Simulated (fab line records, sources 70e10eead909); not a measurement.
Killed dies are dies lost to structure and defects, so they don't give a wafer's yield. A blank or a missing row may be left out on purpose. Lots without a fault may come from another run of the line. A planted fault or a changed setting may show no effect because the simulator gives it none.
Which tool did it? | flow nand_harc | 12 lots, 36 wafers sampled, at 6 steps of a route of 1159

WHAT THE GAUGES READ, wafer by wafer
NHARC_A_CHANNEL_HOLE_D1_INSPECT_40. Usual: raw_defect_count 63, standard deviation 15.
lot  | measured     | on                | raw_defect_count | flag
L141 | day 9 00:40  | defect_inspect-01 | 64 42 83         |
L142 | day 9 03:25  | defect_inspect-01 | 54 66 82         |
L143 | day 9 09:17  | defect_inspect-02 | 64 59 28         |
L145 | day 9 20:40  | defect_inspect-01 | 90 43 59         |
L147 | day 10 05:10 | defect_inspect-02 | 58 71 387        | OFF
L156 | day 12 14:36 | defect_inspect-02 | 36 42 43         |
L157 | day 12 18:46 | defect_inspect-02 | 78 79 100        |
L158 | day 12 19:38 | defect_inspect-02 | 62 71 66         |
L163 | day 13 14:19 | defect_inspect-01 | 58 44 70         |
L160 | day 13 16:00 | defect_inspect-01 | 100 82 77        |
L161 | day 13 20:11 | defect_inspect-01 | 81 84 85         |
L164 | day 14 08:53 | defect_inspect-02 | 49 63 54         |

NHARC_END_SORT_01. Usual: killed_at_array 24, standard deviation 8.8; killed_at_other 0.7, standard deviation 0.99; killed_at_periphery 3.5, standard deviation 2.6; killed_dies 28, standard deviation 9.3; killed_open 3.2, standard deviation 1.7; killed_short 1.7, standard deviation 1.4.
lot  | measured     | on        | killed_at_array | killed_at_other | killed_at_periphery | killed_dies | killed_open | killed_short | flag
L147 | day 21 00:37 | prober-02 | 20 25 104       | 1 1 0           | 1 1 0               | 22 27 104   | 1 3 1       | 1 1 0        |

WHICH TOOL RAN EACH LOT (tool, then ch and the chambers of the sampled wafers, then the start)
lot  | NHARC_A_CHANNEL_HOLE_D1_ETCH_38    | NHARC_A_CHANNEL_FILL_D1_ALD_02   | NHARC_A_CHANNEL_FILL_D1_ETCHBACK_08           | NHARC_A_CHANNEL_FILL_D1_CMP_10
L141 | rie_diel-06 ch 1,2, day 8 17:53    | ald_hk-01 ch 1,2,3, day 9 02:33  | rie_diel-01 ch 0,2,3, day 11 03:15 or earlier | cmp-04 ch 1,2, day 11 03:15
L142 | rie_diel-12 ch 0,1, day 8 20:37    | ald_hk-01 ch 0,1,3, day 9 03:41  | rie_diel-05 ch 0,1,2, day 11 03:10 or earlier | cmp-01 ch 2,3, day 11 03:10
L143 | rie_diel-02 ch 0,1,2, day 9 02:27  | ald_hk-02 ch 1,2,3, day 9 10:57  | rie_diel-13 ch 0,3, day 11 09:56 or earlier   | cmp-04 ch 1,2, day 11 09:56
L145 | rie_diel-02 ch 0,1,2, day 9 13:53  | ald_hk-04 ch 2,3, day 9 20:52    | rie_diel-13 ch 0,2,3, day 11 23:32 or earlier | cmp-01 ch 0,3, day 11 23:32
L147 | rie_diel-06 ch 0,1,2, day 9 21:50  | ald_hk-02 ch 1,2,3, day 10 05:29 | rie_diel-13 ch 0,1,3, day 12 06:45 or earlier | cmp-01 ch 1,2, day 12 06:45
L156 | rie_diel-02 ch 1,2,3, day 12 07:49 | ald_hk-01 ch 0,1,3, day 12 15:04 | rie_diel-13 ch 0,1,2, day 14 14:21 or earlier | cmp-01 ch 2,3, day 14 14:21
L157 | rie_diel-12 ch 1,2,3, day 12 09:44 | ald_hk-04 ch 0,2, day 12 18:58   | rie_diel-13 ch 0,1, day 14 21:03 or earlier   | cmp-04 ch 0,1,2, day 14 21:03
L158 | rie_diel-02 ch 1,3, day 12 11:20   | ald_hk-04 ch 0,1, day 12 19:54   | rie_diel-05 ch 1,3, day 14 21:04 or earlier   | cmp-02 ch 0,2, day 14 21:04
L163 | rie_diel-02 ch 0,1, day 13 07:29   | ald_hk-01 ch 1,2, day 13 14:30   | rie_diel-01 ch 0,1,3, day 15 16:45 or earlier | cmp-02 ch 0,3, day 15 16:45
L160 | rie_diel-06 ch 0,2, day 13 09:02   | ald_hk-01 ch 0,1,2, day 13 16:14 | rie_diel-01 ch 0,2,3, day 15 20:37 or earlier | cmp-04 ch 0,1,2, day 15 20:37
L161 | rie_diel-12 ch 2,3, day 13 10:57   | ald_hk-02 ch 0,1,3, day 13 20:31 | rie_diel-13 ch 0,3, day 15 20:28 or earlier   | cmp-04 ch 1,2,3, day 15 20:28
L164 | rie_diel-12 ch 1,3, day 14 02:05   | ald_hk-02 ch 0,2, day 14 09:04   | rie_diel-13 ch 1,2, day 16 09:34 or earlier   | cmp-02 ch 1,3, day 16 09:34
- NHARC_A_CHANNEL_HOLE_D1_ETCH_38: etches the open film in CF4, target depth 39 nm, time 65 s.
- NHARC_A_CHANNEL_FILL_D1_ALD_02: deposits SiO2, target thk 6 nm, pulse time 10 s, ald cycles 60.
- NHARC_A_CHANNEL_FILL_D1_ETCHBACK_08: etches the open film in C4F8, target depth 220 nm, time 110 s.
- NHARC_A_CHANNEL_FILL_D1_CMP_10: polishes, target thk 150 nm.

WHAT THE TOOLS THEMSELVES READ (means of the sampled wafers that have a number; where no wafer has one, the mark that the record gives instead)
NHARC_A_CHANNEL_HOLE_D1_ETCH_38. Usual: drypump_motor_current_A 5.9 A, standard deviation 0.43; oes_product_au 0.995 a.u., standard deviation 0.0083; rf_vpp_V 151.5 V, standard deviation 1.2; showerhead_plenum_p_Torr 1.79 Torr, standard deviation 0.068; throttle_valve_pct 13.283 %, standard deviation 0.0079.
lot  | tool        | drypump_motor_current_A (A) | oes_product_au (a.u.) | rf_vpp_V (V) | showerhead_plenum_p_Torr (Torr) | throttle_valve_pct (%) | flag
L141 | rie_diel-06 | 5.5                         | 0.999                 | 152.3        | 1.81                            | 13.279                 |
L142 | rie_diel-12 | 5.5                         | 0.992                 | 151.2        | 1.79                            | 13.284                 |
L143 | rie_diel-02 | 5.9                         | 0.994                 | 151.7        | 1.82                            | 13.283                 |
L145 | rie_diel-02 | 5.9                         | 0.996                 | 152.4        | 1.82                            | 13.288                 |
L147 | rie_diel-06 | 6.0                         | 0.999                 | 150.5        | 1.74                            | 13.282                 |
L156 | rie_diel-02 | 5.8                         | 1.003                 | 151.4        | 1.79                            | 13.279                 |
L157 | rie_diel-12 | 5.8                         | 0.995                 | 151.7        | 1.82                            | 13.290                 |
L158 | rie_diel-02 | 5.7                         | 0.988                 | 152.1        | 1.78                            | 13.282                 |
L163 | rie_diel-02 | 6.0                         | 0.989                 | 151.4        | 1.82                            | 13.285                 |
L160 | rie_diel-06 | 5.6                         | 1.001                 | 151.8        | 1.81                            | 13.291                 |
L161 | rie_diel-12 | 6.1                         | 0.983                 | 151.1        | 1.77                            | 13.286                 |
L164 | rie_diel-12 | 5.9                         | 0.981                 | 151.2        | 1.76                            | 13.281                 |

NHARC_A_CHANNEL_FILL_D1_ALD_02. Usual: heater_power_w 469 W, standard deviation 43; precursor_pulse_height_rel 1.000, standard deviation 0.021.
lot  | tool      | heater_power_w (W) | precursor_pulse_height_rel | flag
L141 | ald_hk-01 | 451                | 1.005                      |
L142 | ald_hk-01 | 461                | 1.008                      |
L143 | ald_hk-02 | 515                | 1.023                      |
L145 | ald_hk-04 | 463                | 1.008                      |
L147 | ald_hk-02 | 516                | 1.000                      |
L156 | ald_hk-01 | 461                | 0.997                      |
L157 | ald_hk-04 | 456                | 1.006                      |
L158 | ald_hk-04 | 453                | 1.022                      |
L163 | ald_hk-01 | 410                | 0.981                      |
L160 | ald_hk-01 | 428                | 0.987                      |
L161 | ald_hk-02 | 462                | 1.006                      |
L164 | ald_hk-02 | 511                | 1.007                      |

NHARC_A_CHANNEL_FILL_D1_ETCHBACK_08. Usual: oes_product_au 0.95 a.u., standard deviation 0.033; rf_vpp_V 440.6 V, standard deviation 2.5.
lot  | tool        | oes_product_au (a.u.) | rf_vpp_V (V) | flag
L141 | rie_diel-01 | 1.00                  | 439.1        |
L142 | rie_diel-05 | 0.93                  | 440.2        |
L143 | rie_diel-13 | 0.92                  | 441.3        |
L145 | rie_diel-13 | 0.92                  | 440.4        |
L147 | rie_diel-13 | 0.99                  | 440.8        |
L156 | rie_diel-13 | 0.93                  | 440.6        |
L157 | rie_diel-13 | 0.93                  | 440.7        |
L158 | rie_diel-05 | 0.93                  | 439.8        |
L163 | rie_diel-01 | 1.00                  | 441.7        |
L160 | rie_diel-01 | 1.00                  | 442.6        |
L161 | rie_diel-13 | 0.92                  | 440.4        |
L164 | rie_diel-13 | 0.92                  | 439.8        |

NHARC_A_CHANNEL_FILL_D1_CMP_10. Usual: motor_current_A 12.2 A, standard deviation 1.1; slurry_filter_dp_kPa 13.51 kPa, standard deviation 0.13; slurry_flow_ml_min 150.0, standard deviation 0.46; time_to_endpoint_s 13.9 s, standard deviation 2.4.
lot  | tool   | motor_current_A (A) | slurry_filter_dp_kPa (kPa) | slurry_flow_ml_min | time_to_endpoint_s (s) | flag
L141 | cmp-04 | 11.2                | 13.47                      | 150.1              | 17.1                   |
L142 | cmp-01 | 10.4                | 13.42                      | 150.1              | 11.1                   |
L143 | cmp-04 | 11.8                | 13.68                      | 149.9              | 16.8                   |
L145 | cmp-01 | 12.2                | 13.68                      | 150.1              | 14.6                   |
L147 | cmp-01 | 13.2                | 13.59                      | 149.9              | 14.7                   |
L156 | cmp-01 | 10.9                | 13.51                      | 150.5              | 13.0                   |
L157 | cmp-04 | 12.7                | 13.54                      | 149.9              | 12.6                   |
L158 | cmp-02 | 11.8                | 13.37                      | 150.0              | 15.3                   |
L163 | cmp-02 | 12.2                | 13.59                      | 150.0              | 15.7                   |
L160 | cmp-04 | 12.0                | 13.42                      | 150.1              | 14.2                   |
L161 | cmp-04 | 12.2                | 13.49                      | 149.9              | 12.0                   |
L164 | cmp-02 | 12.5                | 13.50                      | 150.4              | 13.3                   |

THE ANSWER, worked out from the rows above alone
Rule: a lot is off if the mean of its wafers that have a number lies more than 3 standard deviations from the usual mean. A lot without any number at a reading at which 4 lots or more have one is off too. The other lots that the step has rows for count as sound. The gauges are gone through in route order, then the tools' own readings, and for those a lot's mean is taken as printed above. The first step at which some lot is off is used, and at that step the reading that is off furthest; a lot without a number counts as furthest.
Off: L147, at NHARC_A_CHANNEL_HOLE_D1_INSPECT_40 (raw_defect_count).
A tool fits if, at a process step before that reading, it ran every lot that is off, and no sound lot after the first of them. The gauges at NHARC_A_CHANNEL_HOLE_D1_INSPECT_40 are tried like those tools. None of those tried fits.

WHAT THE SIMULATOR HAD PUT IN
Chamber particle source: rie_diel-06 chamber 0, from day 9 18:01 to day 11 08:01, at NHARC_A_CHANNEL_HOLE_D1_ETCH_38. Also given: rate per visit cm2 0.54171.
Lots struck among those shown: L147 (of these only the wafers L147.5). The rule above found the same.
